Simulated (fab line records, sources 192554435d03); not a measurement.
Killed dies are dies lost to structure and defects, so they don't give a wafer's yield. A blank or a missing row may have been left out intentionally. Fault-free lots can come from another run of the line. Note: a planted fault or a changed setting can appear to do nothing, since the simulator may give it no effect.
Chamber matching	flow n5Finfet	rieSi-06 running N5_BEOL_M0_SAQP_ETCH_102: 4 sister chambers
The step etches SiO2 in CF4, target depth 4 nm, time 4.4 s. 8 wafers are shown with their chamber, then 9 later ones without.

EACH WAFER AND ITS CHAMBER
wafer	chamber	throttleValvePct (%)	drypumpMotorCurrentA (A)
L079.4	2	21.39	6.5
L087.4	0	21.82	5.4
L087.6	3	22.23	5.5
L088.2	3	22.22	5.5
L088.5	1	22.05	4.7
L089.1	2	21.38	6.4
L089.2	0	21.79	5.4
L089.4	1	22.04	4.8

WAFERS WITH NO CHAMBER GIVEN
wafer	throttleValvePct (%)	drypumpMotorCurrentA (A)
L091.1	21.38	6.5
L091.3	22.23	5.5
L091.4	21.81	5.4
L094.1	21.80	5.4
L094.4	22.03	4.8
L094.6	22.21	5.5
L097.1	22.24	5.5
L097.2	22.04	4.8
L097.6	21.38	6.5

WHICH CHAMBER EACH ONE RAN IN
wafer	from the rows above	in truth
L091.1	2	2
L091.3	3	3
L091.4	0	0
L094.1	0	0
L094.4	1	1
L094.6	3	3
L097.1	3	3
L097.2	1	1
L097.6	2	2
Placed correctly: 9 of 9. Number that these rows cannot place: 0. Wrongly placed: 0.
How it was worked out, from the rows above alone: a wafer's distance from a chamber is the root of the sum, over the readings, of the square of ((its reading less the chamber's mean) divided by the reading's scatter). The wafer belongs to the nearest chamber; if the next one is less than 2 further off, it can't be placed. Each chamber's mean is taken over the wafers shown for it. How the scatter is found: for the shown wafers, subtract from each reading the mean of its chamber, square and add these, divide the total by (wafers less chambers), then take the root.
